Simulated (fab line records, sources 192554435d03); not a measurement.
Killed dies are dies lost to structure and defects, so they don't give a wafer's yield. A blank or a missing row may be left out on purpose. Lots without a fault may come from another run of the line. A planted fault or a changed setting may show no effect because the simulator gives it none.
Split-lot experiment | flow n5_finfet | 7 lots, 21 wafers read, on a route of 1938 steps

THE SPLIT
At N5_MIM_BOT_LITHO_EXPOSE_05 (exposes mask MIM BOT), the setting dose_mj was moved away from the recipe's 24.25 on 9 of the 21 wafers read, by -6.4% to +4.6%. The other wafers ran this setting at the recipe's value.

FROM THE SPLIT TO THE READING: what the file shows between them, 3 steps
- N5_MIM_BOT_LITHO_PEB_06
- N5_MIM_BOT_LITHO_DEVELOP_07: develop time 60 s
- N5_MIM_BOT_LITHO_HARDBAKE_09: time 120 s

THE READING
cd_nm, in nm, at N5_MIM_BOT_LITHO_CD_MEAS_08 (target cd 3000 nm). Fault-free wafers of this fab line usually give 3002.4 nm, standard deviation 1.6 nm.

wafer  | tool, chamber at the split | dose_mj as run | against the recipe | cd_nm, nm | against lot-mates on the recipe
L074.1 | krf_scanner-02, 0          | 24.25          | recipe             | 3004.5    | -
L074.2 | krf_scanner-02, 0          | 24.25          | recipe             | 3003.2    | -
L074.5 | krf_scanner-02, 0          | 24.25          | recipe             | 3001.9    | -
L079.3 | krf_scanner-01, 0          | 22.71          | -6.4%              | 2989.4    | -13.1
L079.4 | krf_scanner-01, 0          | 24.25          | recipe             | 3002.5    | -
L079.5 | krf_scanner-01, 0          | 22.71          | -6.4%              | 2986.4    | -16.1
L081.1 | krf_scanner-01, 0          | 25.36          | +4.6%              | 3012.3    | +9.4
L081.2 | krf_scanner-01, 0          | 24.25          | recipe             | 3004.1    | -
L081.3 | krf_scanner-01, 0          | 24.25          | recipe             | 3001.8    | -
L080.3 | krf_scanner-02, 0          | 25.2           | +3.9%              | 3007.8    | no lot-mate on the recipe
L080.5 | krf_scanner-02, 0          | 25.2           | +3.9%              | 3009.1    | no lot-mate on the recipe
L080.6 | krf_scanner-02, 0          | 25.2           | +3.9%              | 3011.1    | no lot-mate on the recipe
L089.1 | krf_scanner-01, 0          | 25.21          | +4.0%              | 3008.6    | +6.8
L089.2 | krf_scanner-01, 0          | 25.21          | +4.0%              | 3009.3    | +7.5
L089.6 | krf_scanner-01, 0          | 24.25          | recipe             | 3001.8    | -
L092.2 | krf_scanner-02, 0          | 24.25          | recipe             | 3005.3    | -
L092.4 | krf_scanner-02, 0          | 24.25          | recipe             | 3001.2    | -
L092.5 | krf_scanner-02, 0          | 24.25          | recipe             | 3003.7    | -
L094.1 | krf_scanner-01, 0          | 24.25          | recipe             | 3000.6    | -
L094.3 | krf_scanner-01, 0          | 24.25          | recipe             | 3004.5    | -
L094.6 | krf_scanner-01, 0          | 22.73          | -6.3%              | 2992.3    | -10.2

THE FIT
A straight line over all 21 wafers: cd_nm changes by +1.95 nm for each +1% of dose_mj; r = +0.97; the points scatter about the line by 1.7 nm.
The same after taking each lot's own level away (the mean of its wafers on the recipe; 18 wafers): +2.02 nm for each +1%; r = +0.97; scatter 1.6 nm.
On that fit, the largest move of dose_mj shifts the reading by 13 nm.
The lots' own levels span 3001.80 to 3003.40 nm, that is 1.0 times the standard deviation above.
So the lot-to-lot level changes the slope little: the two slopes agree.
Check: with one of the wafers moved furthest among these (-6.4%) left out of the fit, the line predicts -12.9 nm for it against its lot-mates. It came out at -13.1 nm against them.

OTHER SPLITS ON THESE WAFERS
These wafers also went through other splits before the reading. Each is held against what the fit with the lots' levels taken away leaves over:
other split on the same wafers        | wafers away from the commonest value | r with cd_nm (lot level and that fit taken away)
N5_BEOL_M13_COAT_66 spin_rpm          | 10                                   | -0.18
N5_BEOL_M14_EXPOSE_25 dose_mj         | 10                                   | +0.06
N5_BEOL_M14_DEVELOP_27 develop_time_s | 7                                    | -0.17
N5_BEOL_M15_PEB_26 peb_temp_c         | 12                                   | -0.11
N5_BEOL_M15_TRENCH_ETCH_34 bias_w     | 10                                   | +0.11

THE FILE'S OWN FIT
cd_nm changes by +1.96 nm for each +1% of dose_mj, r = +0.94.
